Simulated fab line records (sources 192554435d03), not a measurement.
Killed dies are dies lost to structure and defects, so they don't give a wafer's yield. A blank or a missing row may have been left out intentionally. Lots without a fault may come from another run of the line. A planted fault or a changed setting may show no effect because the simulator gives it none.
8D (eight disciplines) problem report, filled in by code	flow n5-finfet	the parts of the form that need people (team, actions taken, sign-off) are left out

## 1. THE ISSUE
Across 3 wafers from 3 lots, M4_ILD_THK at N5_BEOL_M4_THK_MEAS_01 averages 39.2 nm, while fault-free wafers read 79.3 nm with a standard deviation of 1.1. That puts it -36 standard deviations away from the usual mean.
First seen on wafer L874.6, day 9 11:46, on film-metro-01. The record has a number at this step for 45 wafers belonging to 15 lots. Rule for "out", or "out of limits": more than 4 standard deviations from the usual mean. The other wafers with a number count as sound.

## 2. WHAT IT IS, AND WHAT IT ISN'T
question	is	is not
which readings at this step	M4_ILD_THK	-
which lots	L874, L877, L878	L867, L868, L869, L871, L872, L873, L875, L876, L882, L886, L888, L889
which wafers of those lots	L874.6, L877.5, L878.6	L874.2, L874.3, L877.2, L877.4, L878.1, L878.2
read on which gauges	film-metro-01, film-metro-02	-
when	from day 9 11:46	up to then (20 sound wafers); but 22 sound wafers of L875, L876, L877, L878, L882, L886, L888, L889 came after

## 3. WHAT RULES OUT EACH SUSPECT
Counting: any tool at a process step up to the reading remains a suspect provided it ran every lot that is out. Sound lots after the first of them don't rule it out here, since some wafers of a struck lot are sound.
- ruled out: the gauge at N5_BEOL_M4_THK_MEAS_01. Those wafers that are out were read across 2 gauges (film-metro-01, film-metro-02).
- pecvd-01 at N5_BEOL_M4_ILD_DEP_00 (deposits SiOC from DEMS/O2, target thk 79 nm, time 15.3 s): kept. Every lot that is out went through it, the first being L874 (day 9 11:41); the last sound lot it ran before that was L873 (day 9 03:55).
The count leaves pecvd-01 at N5_BEOL_M4_ILD_DEP_00.

## 4. THE CAUSE (what the simulator had put in)
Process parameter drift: pecvd-01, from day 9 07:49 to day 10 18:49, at N5_BEOL_M4_ILD_DEP_00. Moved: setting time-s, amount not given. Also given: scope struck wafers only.
Only this tool survived the counting.

## 5. THE CHAIN OF EFFECTS, in route order
One row per reading whose mean, taken over the struck wafers that have a number, lies over 3 standard deviations from the usual. Only readings whose record carries a usual standard deviation are examined. hours: median over the lots of the time between each lot's start at the first step of this table that gives one and its start at this step. sigmas: the change, counted in usual standard deviations.
hours	step	reading	usual	on struck wafers	change	sigmas
0	N5_BEOL_M4_THK_MEAS_01	M4_ILD_THK	79.3 nm	39.2	-40.1	-36
Readings that are blank on the struck wafers while sound wafers have them: susceptor-temp-C at N5_BEOL_M4_ILD_DEP_00.

## 6. HOW IT WOULD HAVE BEEN CAUGHT EARLIER
4 hours passed between the start of the fault at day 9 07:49 and the first reading out of limits at a measuring or inspecting step in this record, taken at day 9 11:46.
Lots out: 3; of these, L877, L878 started N5_BEOL_M4_ILD_DEP_00 on pecvd-01 after day 9 11:46. A hold on the tool at that time would have spared those 2.
